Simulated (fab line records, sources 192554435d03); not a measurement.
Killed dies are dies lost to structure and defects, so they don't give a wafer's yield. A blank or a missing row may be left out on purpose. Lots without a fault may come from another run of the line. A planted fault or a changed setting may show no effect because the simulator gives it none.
Which tool did it? | flow n5_finfet | 10 lots, 30 wafers sampled, at 6 steps of a route of 1938

WHAT THE GAUGES READ, wafer by wafer
N5_BEOL_M4_THK_MEAS_01. Usual: M4_ILD_THK 78.7 nm, standard deviation 1.
lot  | measured     | on            | M4_ILD_THK (nm) | flag
L343 | day 7 15:43  | film_metro-01 | 78.2 79.1 79.6  |
L344 | day 8 17:01  | film_metro-01 | 77.2 79.6 80.3  |
L346 | day 8 21:05  | film_metro-01 | 78.0 80.8 79.4  |
L345 | day 8 21:36  | film_metro-01 | 78.4 78.8 79.7  |
L348 | day 9 03:10  | film_metro-02 | 78.2 79.1 79.3  |
L354 | day 10 20:01 | film_metro-02 | 74.9 75.8 80.5  |
L357 | day 11 07:38 | film_metro-01 | 79.3 75.3 79.6  |
L359 | day 11 18:37 | film_metro-01 | 78.4 78.1 79.4  |
L360 | day 12 00:50 | film_metro-01 | 79.2 79.1 79.3  |
L364 | day 13 03:11 | film_metro-02 | 78.4 77.8 79.2  |

N5_BEOL_M4_RC_MEAS_101. Usual: DIBL_N 35.8 mV/V, standard deviation 1.8; DIBL_P 35.6 mV/V, standard deviation 2; IOFF_N 0.148 nA/um, standard deviation 0.028; IOFF_P 0.20 nA/um, standard deviation 0.034; ION_N 672 uA/um, standard deviation 12; ION_P 462 uA/um, standard deviation 8.5; SS_N 71.2 mV/dec, standard deviation 0.65; SS_P 73.1 mV/dec, standard deviation 0.67; VT_N 251 mV, standard deviation 3.3; VT_P -251 mV, standard deviation 3.8.
lot  | measured     | on        | DIBL_N (mV/V)  | DIBL_P (mV/V)  | IOFF_N (nA/um)    | IOFF_P (nA/um) | ION_N (uA/um) | ION_P (uA/um) | SS_N (mV/dec)  | SS_P (mV/dec)  | VT_N (mV)   | VT_P (mV)      | flag
L343 | day 8 00:16  | prober-01 | 35.3 34.6 35.5 | 35.9 34.8 35.3 | 0.161 0.154 0.159 | 0.22 0.20 0.22 | 685 675 682   | 471 462 471   | 71.8 71.3 72.4 | 73.3 73.1 72.5 | 252 250 252 | -248 -248 -248 |
L344 | day 9 00:37  | prober-01 | 36.3 36.9 38.3 | 34.1 34.5 36.7 | 0.138 0.141 0.175 | 0.20 0.21 0.24 | 662 675 677   | 464 469 468   | 71.5 70.9 71.1 | 73.2 73.8 73.7 | 253 253 247 | -248 -248 -248 |
L346 | day 9 04:34  | prober-01 | 37.6 37.9 36.8 | 36.9 37.5 35.5 | 0.169 0.162 0.147 | 0.20 0.22 0.18 | 693 684 675   | 465 461 462   | 71.9 71.7 71.4 | 73.8 74.0 72.9 | 245 247 251 | -252 -249 -254 |
L345 | day 9 07:14  | prober-01 | 36.3 35.4 36.7 | 37.7 38.2 37.9 | 0.161 0.152 0.165 | 0.19 0.20 0.19 | 686 674 671   | 464 463 461   | 71.5 71.5 71.0 | 72.9 72.6 73.1 | 250 252 250 | -256 -254 -256 |
L348 | day 9 10:25  | prober-01 | 38.1 37.8 37.9 | 36.8 36.6 36.3 | 0.191 0.178 0.174 | 0.26 0.26 0.23 | 692 686 685   | 481 475 468   | 71.9 71.9 71.4 | 72.9 73.2 73.2 | 247 247 248 | -244 -242 -246 |
L354 | day 11 07:08 | prober-02 | 39.7 36.7 38.2 | 38.6 35.2 37.0 | 0.244 0.162 0.192 | 0.31 0.25 0.27 | 677 668 669   | 467 468 459   | 73.2 72.6 72.4 | 74.3 73.2 74.0 | 245 252 248 | -242 -243 -248 |
L357 | day 11 22:31 | prober-01 | 37.7 34.0 33.2 | 38.3 33.9 32.5 | 0.189 0.121 0.106 | 0.22 0.17 0.14 | 685 668 656   | 463 460 452   | 71.8 71.3 70.4 | 74.0 72.1 72.6 | 249 255 255 | -252 -254 -257 |
L359 | day 12 03:19 | prober-01 | 38.5 35.8 35.6 | 39.8 34.5 36.1 | 0.191 0.137 0.146 | 0.25 0.17 0.18 | 679 663 683   | 463 454 466   | 72.1 71.6 71.5 | 73.7 73.0 73.1 | 248 252 251 | -248 -252 -255 |
L360 | day 12 09:55 | prober-02 | 36.9 36.9 35.5 | 35.4 36.1 35.7 | 0.152 0.153 0.140 | 0.17 0.18 0.18 | 679 675 682   | 453 451 465   | 70.9 71.9 71.0 | 73.3 72.9 73.2 | 251 252 251 | -255 -254 -252 |
L364 | day 13 22:43 | prober-02 | 34.5 35.1 35.3 | 34.1 35.6 35.2 | 0.145 0.163 0.164 | 0.19 0.21 0.21 | 673 687 692   | 471 470 469   | 70.7 70.5 70.9 | 72.4 72.9 72.9 | 249 246 247 | -249 -247 -247 |

WHICH TOOL RAN EACH LOT (tool, then ch and the chambers of the sampled wafers, then the start)
lot  | N5_BEOL_M3_SPUTTER_92        | N5_BEOL_M3_CO_CAP_55             | N5_BEOL_M4_ILD_DEP_00           | N5_BEOL_M4_HM_DEP_02
L343 | pvd_sputter-02, day 7 14:05  | cvd_co-02 ch 1,2, day 7 15:24    | pecvd-01 ch 0,1,2, day 7 15:39  | pvd_sputter-02, day 7 17:12
L344 | pvd_sputter-03, day 8 15:23  | cvd_co-02 ch 0,1,2, day 8 16:41  | pecvd-03 ch 0,1,2, day 8 16:56  | pvd_sputter-01, day 8 17:50
L346 | pvd_sputter-01, day 8 19:26  | cvd_co-01 ch 1,2, day 8 20:46    | pecvd-01 ch 1,2, day 8 21:01    | pvd_sputter-02, day 8 21:37
L345 | pvd_sputter-03, day 8 19:53  | cvd_co-02 ch 1,2, day 8 21:16    | pecvd-01 ch 0,2, day 8 21:32    | pvd_sputter-01, day 8 22:10
L348 | pvd_sputter-03, day 9 01:32  | cvd_co-02 ch 0,1, day 9 02:50    | pecvd-01 ch 0,2, day 9 03:05    | pvd_sputter-02, day 9 03:34
L354 | pvd_sputter-03, day 10 18:21 | cvd_co-01 ch 1,2, day 10 19:40   | pecvd-01 ch 0,1, day 10 19:56   | pvd_sputter-03, day 10 21:57
L357 | pvd_sputter-03, day 11 05:47 | cvd_co-02 ch 0,1,2, day 11 07:16 | pecvd-01 ch 0,1, day 11 07:33   | pvd_sputter-01, day 11 07:44
L359 | pvd_sputter-02, day 11 16:59 | cvd_co-01 ch 0,1, day 11 18:19   | pecvd-04 ch 1,2, day 11 18:33   | pvd_sputter-03, day 11 18:43
L360 | pvd_sputter-03, day 11 23:13 | cvd_co-02 ch 1,2, day 12 00:31   | pecvd-03 ch 0,1,2, day 12 00:46 | pvd_sputter-02, day 12 02:22
L364 | pvd_sputter-03, day 13 01:20 | cvd_co-02 ch 0,1,2, day 13 02:40 | pecvd-04 ch 0,1,2, day 13 02:55 | pvd_sputter-01, day 13 05:23
- N5_BEOL_M3_SPUTTER_92: material Cu, target thk 4.5 nm, time 8.29 s.
- N5_BEOL_M3_CO_CAP_55: material Co, precursor CCTBA/H2, target thk 2 nm, time 102.1 s.
- N5_BEOL_M4_ILD_DEP_00: deposits SiOC from DEMS/O2, target thk 79 nm, time 15.3 s.
- N5_BEOL_M4_HM_DEP_02: deposits TiN, target thk 20 nm.

WHAT THE TOOLS THEMSELVES READ (means of the sampled wafers that have a number; where no wafer has one, the mark that the record gives instead)
N5_BEOL_M3_SPUTTER_92. Usual: throttle_valve_pct 30.3 %, standard deviation 1.1.
lot  | tool           | throttle_valve_pct (%) | flag
L343 | pvd_sputter-02 | 30.2                   |
L344 | pvd_sputter-03 | 29.9                   |
L346 | pvd_sputter-01 | 30.6                   |
L345 | pvd_sputter-03 | 30.2                   |
L348 | pvd_sputter-03 | 29.1                   |
L354 | pvd_sputter-03 | 30.4                   |
L357 | pvd_sputter-03 | 30.1                   |
L359 | pvd_sputter-02 | 30.3                   |
L360 | pvd_sputter-03 | 30.2                   |
L364 | pvd_sputter-03 | 30.6                   |

N5_BEOL_M3_CO_CAP_55. Usual: chamber_pressure_Torr 30.00 Torr, standard deviation 0.064; heater_power_w 232 W, standard deviation 10.
lot  | tool      | chamber_pressure_Torr (Torr) | heater_power_w (W) | flag
L343 | cvd_co-02 | 30.01                        | 234                |
L344 | cvd_co-02 | 30.05                        | 237                |
L346 | cvd_co-01 | 29.98                        | 222                |
L345 | cvd_co-02 | 29.97                        | 233                |
L348 | cvd_co-02 | 30.01                        | 230                |
L354 | cvd_co-01 | 30.05                        | 221                |
L357 | cvd_co-02 | 29.99                        | 236                |
L359 | cvd_co-01 | 29.99                        | 229                |
L360 | cvd_co-02 | 30.00                        | 228                |
L364 | cvd_co-02 | 30.01                        | 229                |

N5_BEOL_M4_ILD_DEP_00. Usual: chamber_pressure_Torr 5.000 Torr, standard deviation 0.011; heater_power_w 477 W, standard deviation 67; showerhead_plenum_p_Torr 5.696 Torr, standard deviation 0.016; throttle_valve_pct 11.8 %, standard deviation 0.67.
lot  | tool     | chamber_pressure_Torr (Torr) | heater_power_w (W) | showerhead_plenum_p_Torr (Torr) | throttle_valve_pct (%) | flag
L343 | pecvd-01 | 4.996                        | 480                | 5.700                           | 11.8                   |
L344 | pecvd-03 | 4.998                        | 446                | 5.691                           | 11.9                   |
L346 | pecvd-01 | 5.016                        | 529                | 5.714                           | 12.2                   |
L345 | pecvd-01 | 4.998                        | 431                | 5.700                           | 12.0                   |
L348 | pecvd-01 | 5.008                        | 430                | 5.695                           | 12.2                   |
L354 | pecvd-01 | 4.998                        | 497                | 5.692                           | 11.8                   |
L357 | pecvd-01 | 5.000                        | 523                | 5.690                           | 11.8                   |
L359 | pecvd-04 | 4.987                        | 522                | 5.691                           | 12.3                   |
L360 | pecvd-03 | 4.995                        | 410                | 5.708                           | 12.0                   |
L364 | pecvd-04 | 4.992                        | 454                | 5.693                           | 11.9                   |

N5_BEOL_M4_HM_DEP_02. Usual: throttle_valve_pct 30.4 %, standard deviation 0.99.
lot  | tool           | throttle_valve_pct (%) | flag
L343 | pvd_sputter-02 | 30.6                   |
L344 | pvd_sputter-01 | 31.1                   |
L346 | pvd_sputter-02 | 29.8                   |
L345 | pvd_sputter-01 | 30.2                   |
L348 | pvd_sputter-02 | 29.8                   |
L354 | pvd_sputter-03 | 29.6                   |
L357 | pvd_sputter-01 | 31.2                   |
L359 | pvd_sputter-03 | 29.2                   |
L360 | pvd_sputter-02 | 30.4                   |
L364 | pvd_sputter-01 | 30.5                   |

THE ANSWER, worked out from the rows above alone
Rule: a lot is off if the mean of its wafers that have a number lies more than 3 standard deviations from the usual mean. A lot without any number at a reading at which 4 lots or more have one is off too. The other lots that the step has rows for count as sound. The gauges are gone through in route order, then the tools' own readings, and for those a lot's mean is taken as printed above. The first step at which some lot is off is used, and at that step the reading that is off furthest; a lot without a number counts as furthest.
No lot is off at any reading shown: from this, nothing can be told.

WHAT THE SIMULATOR HAD PUT IN
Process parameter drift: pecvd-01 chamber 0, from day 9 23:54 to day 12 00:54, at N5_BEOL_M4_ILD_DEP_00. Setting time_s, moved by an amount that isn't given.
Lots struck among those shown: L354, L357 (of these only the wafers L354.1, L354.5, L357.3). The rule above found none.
